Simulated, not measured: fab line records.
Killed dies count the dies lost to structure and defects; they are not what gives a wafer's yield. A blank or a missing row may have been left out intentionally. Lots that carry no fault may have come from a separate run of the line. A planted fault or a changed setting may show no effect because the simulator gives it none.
Matching of chambers + flow nand_harc + NHARC_A_BLC_ALD_23 on ald_metal-04 has 4 sister chambers
The step deposits TiN, target thk 3 nm, pulse time 1 s, ald cycles 150. 8 wafers are shown with their chamber, then 7 later ones without.

== WAFERS WITH THEIR CHAMBER ==
| wafer  | chamber | heater_power_w (W) | precursor_pulse_height_rel |
|--------|---------|--------------------|----------------------------|
| L075.4 | 1       | 1181               | 0.985                      |
| L076.4 | 2       | 1070               | 0.994                      |
| L079.5 | 2       | 1092               | 1.003                      |
| L081.2 | 3       | 1145               | 0.989                      |
| L081.5 | 0       | 985                | 0.969                      |
| L081.6 | 3       | 1145               | 1.014                      |
| L092.1 | 1       | 1089               | 0.982                      |
| L092.3 | 0       | 991                | 0.977                      |

== WAFERS WHOSE CHAMBER IS MISSING ==
| wafer  | heater_power_w (W) | precursor_pulse_height_rel |
|--------|--------------------|----------------------------|
| L092.6 | 960                | 1.012                      |
| L093.1 | 998                | 1.001                      |
| L093.4 | 1213               | 0.970                      |
| L093.6 | 986                | 0.996                      |
| L096.2 | 1189               | 0.992                      |
| L096.5 | 1192               | 1.014                      |
| L096.6 | 974                | 0.989                      |

== WHICH CHAMBER EACH ONE RAN IN ==
| wafer  | from the rows above               | in truth |
|--------|-----------------------------------|----------|
| L092.6 | can't be placed: 2 or 0 or 3      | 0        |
| L093.1 | can't be placed: 2 or 0 or 3 or 1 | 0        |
| L093.4 | can't be placed: 1 or 3           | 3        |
| L093.6 | can't be placed: 0 or 2           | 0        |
| L096.2 | can't be placed: 3 or 1 or 2      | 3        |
| L096.5 | can't be placed: 3 or 1 or 2      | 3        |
| L096.6 | can't be placed: 0 or 2           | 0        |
Correct placement for 0 of the 7. Not placeable from these rows: 7 (in 7, the candidates include the true chamber). Placed wrongly: 0.
How it was worked out, from the rows above alone: a wafer's distance from a chamber is the root of the sum, over the readings, of the square of ((its reading less the chamber's mean) divided by the reading's scatter). If the next closest chamber is less than 2 further off than the closest, the wafer can't be placed; otherwise it belongs to the closest. For every chamber, the mean is computed from those of its wafers that are shown. The scatter: the root of (the sum of the squares of (reading less its chamber's mean) over the shown wafers, divided by (wafers less chambers)).
